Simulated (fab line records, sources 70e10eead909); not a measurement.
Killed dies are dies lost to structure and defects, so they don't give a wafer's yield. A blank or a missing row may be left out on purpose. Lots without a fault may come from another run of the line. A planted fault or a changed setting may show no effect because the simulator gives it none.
Chamber matching | flow nand_harc | NHARC_A_ZERO_WELL_ETCH_19 on rie_diel-03: 4 sister chambers
The step etches the open film in N2/H2, target depth 80 nm, overetch 24 nm, time 87.88 s. 4 wafers are shown with their chamber, then 8 later ones without.

WAFERS WITH THEIR CHAMBER
wafer  | chamber | drypump_motor_current_A (A)
L082.1 | 1       | 5.9
L082.6 | 2       | 5.0
L089.5 | 3       | 5.7
L090.1 | 0       | 5.3

WAFERS WITHOUT THEIR CHAMBER
wafer  | drypump_motor_current_A (A)
L090.2 | 5.9
L090.5 | 5.0
L092.3 | 5.7
L092.4 | 5.3
L092.6 | 5.7
L096.3 | 5.2
L096.4 | 5.9
L096.5 | 5.7

WHICH CHAMBER EACH WENT THROUGH
wafer  | from the rows above | in truth
L090.2 | 1                   | 1
L090.5 | 2                   | 2
L092.3 | 3                   | 3
L092.4 | 0                   | 0
L092.6 | 3                   | 3
L096.3 | 0                   | 0
L096.4 | 1                   | 1
L096.5 | 3                   | 3
Placed correctly: 8 of 8. Can't be placed from these rows: 0. Placed wrongly: 0.
How it was worked out, from the rows above alone: a wafer's distance from a chamber is the root of the sum, over the readings, of the square of ((its reading less the chamber's mean) divided by the reading's scatter). The wafer belongs to the nearest chamber; if the next one is less than 2 further off, it can't be placed. A chamber's mean is the mean of its shown wafers. The scatter: with one shown wafer a chamber, the root of the mean of the squares of how far each hidden wafer lies from its nearest shown one.
